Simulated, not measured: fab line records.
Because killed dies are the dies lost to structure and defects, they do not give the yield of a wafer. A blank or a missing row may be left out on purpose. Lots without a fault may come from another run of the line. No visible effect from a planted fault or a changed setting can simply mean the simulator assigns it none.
Chamber matching    flow n5 finfet    N5_BEOL_M10_ETCH_62 on rie diel-05: 4 sister chambers
The step etches SOC in N2/H2, target depth 110 nm, overetch 22 nm, time 165 s. 16 wafers are shown with their chamber, then 8 later ones without.

EACH WAFER AND ITS CHAMBER
wafer   chamber  drypump motor current A (A)  showerhead plenum p Torr (Torr)  oes product au (a.u.)
L076.1  3        6.2                          2.60                             0.59
L076.2  0        5.9                          2.41                             0.58
L076.4  0        5.9                          2.41                             0.58
L077.2  0        5.9                          2.41                             0.57
L077.3  1        5.0                          2.52                             0.60
L077.5  3        6.1                          2.60                             0.59
L079.1  1        5.0                          2.52                             0.59
L079.4  2        6.0                          2.72                             0.82
L079.6  3        6.1                          2.59                             0.58
L081.3  1        5.0                          2.52                             0.59
L081.4  2        6.0                          2.72                             0.79
L081.5  1        5.0                          2.52                             0.59
L082.1  3        6.1                          2.59                             0.58
L082.2  2        6.0                          2.72                             0.79
L082.6  1        5.0                          2.51                             0.58
L087.1  2        6.0                          2.71                             0.77

SIGNATURES, as means of the wafers listed above
reading                   chamber 0  chamber 1  chamber 2  chamber 3  scatter within a chamber
drypump motor current A   5.900      5.000      6.000      6.125      0.025
showerhead plenum p Torr  2.4100     2.5180     2.7175     2.5950     0.00461
oes product au            0.5767     0.5900     0.7925     0.5850     0.0117
Rule: for each reading, subtract the chamber's mean from the wafer's reading, divide by that reading's scatter and square the result; add these up over the readings and take the root, which gives the wafer's distance from the chamber. If the next closest chamber is less than 2 further off than the closest, the wafer can't be placed; otherwise it belongs to the closest. How the scatter is found: for the shown wafers, subtract from each reading the mean of its chamber, square and add these, divide the total by (wafers less chambers), then take the root.

WAFERS WITHOUT THEIR CHAMBER
wafer   drypump motor current A (A)  showerhead plenum p Torr (Torr)  oes product au (a.u.)
L087.5  5.9                          2.72                             0.78
L087.6  5.0                          2.51                             0.58
L092.2  5.9                          2.72                             0.76
L092.4  6.0                          2.71                             0.75
L092.6  6.2                          2.58                             0.77
L096.1  5.0                          2.50                             0.79
L096.4  6.0                          2.70                             0.74
L096.6  5.0                          2.50                             0.79

WHICH CHAMBER EACH WENT THROUGH
wafer    from the rows above   in truth
L087.5   2                     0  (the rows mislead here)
L087.6   1                     1
L092.2   2                     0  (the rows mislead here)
L092.4   2                     2
L092.6   3                     3
L096.1   1                     1
L096.4   2                     2
L096.6   1                     1
Correctly placed: 6 of 8. Can't be placed from these rows: 0. Number placed wrongly: 2.
